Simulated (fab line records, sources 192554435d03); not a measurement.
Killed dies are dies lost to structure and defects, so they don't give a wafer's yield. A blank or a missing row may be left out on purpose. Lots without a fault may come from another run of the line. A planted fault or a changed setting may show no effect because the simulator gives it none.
Split-lot experiment | flow n5_finfet | 7 lots, 39 wafers read, on a route of 1938 steps

THE SPLIT
At N5_SPACER0_ALD_00 (deposits SiOCN, target thk 3.5 nm, pulse time 3 s, purge time 2 s), the setting ald_cycles was moved away from the recipe's 58 on 12 of the 39 wafers read, by +5.2% to +15.5%. The other wafers ran this setting at the recipe's value.

The reading is taken at the split's own step.

THE READING
SiOCN_of_SPACER0_ALD_00.thk_nm (the simulator's own value, which no gauge read), in nm, at N5_SPACER0_ALD_00 (deposits SiOCN, target thk 3.5 nm, pulse time 3 s, purge time 2 s). The file gives no usual value for it. The 27 wafers here that ran the recipe average 3.5 nm, standard deviation 0.098 nm.

wafer  | tool, chamber at the split | ald_cycles as run | against the recipe | SiOCN_of_SPACER0_ALD_00.thk_nm, nm | against lot-mates on the recipe
L074.1 | ald_sin-01, 3,0            | 58                | recipe             | 3.6                                | -
L074.4 | ald_sin-01, 3,0            | 58                | recipe             | 3.6                                | -
L074.2 | ald_sin-01, 2              | 58                | recipe             | 3.4                                | -
L074.3 | ald_sin-01, 1,3,0          | 65                | +12.1%             | 4                                  | +0.5
L074.5 | ald_sin-01, 1,3,0          | 65                | +12.1%             | 4                                  | +0.5
L074.6 | ald_sin-01, 1,3,0          | 65                | +12.1%             | 4                                  | +0.5
L079.1 | ald_sin-03, 1,0,1          | 58                | recipe             | 3.6                                | -
L079.3 | ald_sin-03, 1,0,1          | 58                | recipe             | 3.6                                | -
L079.6 | ald_sin-03, 1,0,1          | 58                | recipe             | 3.6                                | -
L079.2 | ald_sin-03, 3,2,2          | 58                | recipe             | 3.4                                | -
L079.4 | ald_sin-03, 3,2,2          | 58                | recipe             | 3.4                                | -
L079.5 | ald_sin-03, 3,2,2          | 58                | recipe             | 3.4                                | -
L083.1 | ald_sin-01, 0,1,1          | 66                | +13.8%             | 4                                  | +0.6
L083.4 | ald_sin-01, 0,1,1          | 66                | +13.8%             | 4                                  | +0.6
L083.5 | ald_sin-01, 0,1,1          | 66                | +13.8%             | 4                                  | +0.6
L083.2 | ald_sin-01, 3,2,0          | 58                | recipe             | 3.4                                | -
L083.3 | ald_sin-01, 3,2,0          | 58                | recipe             | 3.4                                | -
L083.6 | ald_sin-01, 3,2,0          | 58                | recipe             | 3.4                                | -
L087.1 | ald_sin-04, 3,0,3          | 58                | recipe             | 3.4                                | -
L087.2 | ald_sin-04, 3,0,3          | 58                | recipe             | 3.4                                | -
L087.6 | ald_sin-04, 3,0,3          | 58                | recipe             | 3.4                                | -
L088.1 | ald_sin-04, 0,3            | 58                | recipe             | 3.4                                | -
L088.2 | ald_sin-04, 0,3            | 58                | recipe             | 3.4                                | -
L088.3 | ald_sin-04, 1,1,0          | 61                | +5.2%              | 3.6                                | +0.1
L088.5 | ald_sin-04, 1,1,0          | 61                | +5.2%              | 3.6                                | +0.1
L088.6 | ald_sin-04, 1,1,0          | 61                | +5.2%              | 3.6                                | +0.1
L088.4 | ald_sin-04, 2              | 58                | recipe             | 3.6                                | -
L091.1 | ald_sin-03, 2,3            | 58                | recipe             | 3.4                                | -
L091.2 | ald_sin-03, 2,3            | 58                | recipe             | 3.4                                | -
L091.3 | ald_sin-03, 0              | 58                | recipe             | 3.6                                | -
L091.4 | ald_sin-03, 1,1,2          | 67                | +15.5%             | 4                                  | +0.5
L091.5 | ald_sin-03, 1,1,2          | 67                | +15.5%             | 4                                  | +0.5
L091.6 | ald_sin-03, 1,1,2          | 67                | +15.5%             | 4                                  | +0.5
L094.1 | ald_sin-03, 3              | 58                | recipe             | 3.4                                | -
L094.5 | ald_sin-03, 3              | 58                | recipe             | 3.4                                | -
L094.2 | ald_sin-03, 2,0,2,0        | 58                | recipe             | 3.6                                | -
L094.3 | ald_sin-03, 2,0,2,0        | 58                | recipe             | 3.6                                | -
L094.4 | ald_sin-03, 2,0,2,0        | 58                | recipe             | 3.6                                | -
L094.6 | ald_sin-03, 2,0,2,0        | 58                | recipe             | 3.6                                | -
Where a row lists several chambers, the file gives one row for several wafers and doesn't say which wafer went through which chamber.

THE FIT
A straight line over all 39 wafers: SiOCN_of_SPACER0_ALD_00.thk_nm changes by +0.0368 nm for each +1% of ald_cycles; r = +0.92; the points scatter about the line by 0.09 nm.
The same after taking each lot's own level away (the mean of its wafers on the recipe; 39 wafers): +0.0382 nm for each +1%; r = +0.94; scatter 0.079 nm.
On that fit, the largest move of ald_cycles shifts the reading by 0.59 nm.
The lots' own levels span 3.40 to 3.53 nm, that is 1.4 times the standard deviation above.
So the lot-to-lot level changes the slope little: the two slopes agree.
Check: with one of the wafers moved furthest among these (+15.5%) left out of the fit, the line predicts +0.597 nm for it against its lot-mates. It came out at +0.533 nm against them.

OTHER SPLITS ON THESE WAFERS
These wafers also went through other splits before the reading. Each is held against what the fit with the lots' levels taken away leaves over:
other split on the same wafers     | wafers away from the commonest value | r with SiOCN_of_SPACER0_ALD_00.thk_nm (lot level and that fit taken away)
N5_FIN_SAQP_HM_DEP_03 target_thk_a | 12                                   | -0.09
N5_FIN_SAQP_ETCH_65 time_s         | 18                                   | -0.11

THE FILE'S OWN FIT
SiOCN_of_SPACER0_ALD_00.thk_nm changes by +0.0379 nm for each +1% of ald_cycles, r = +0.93.
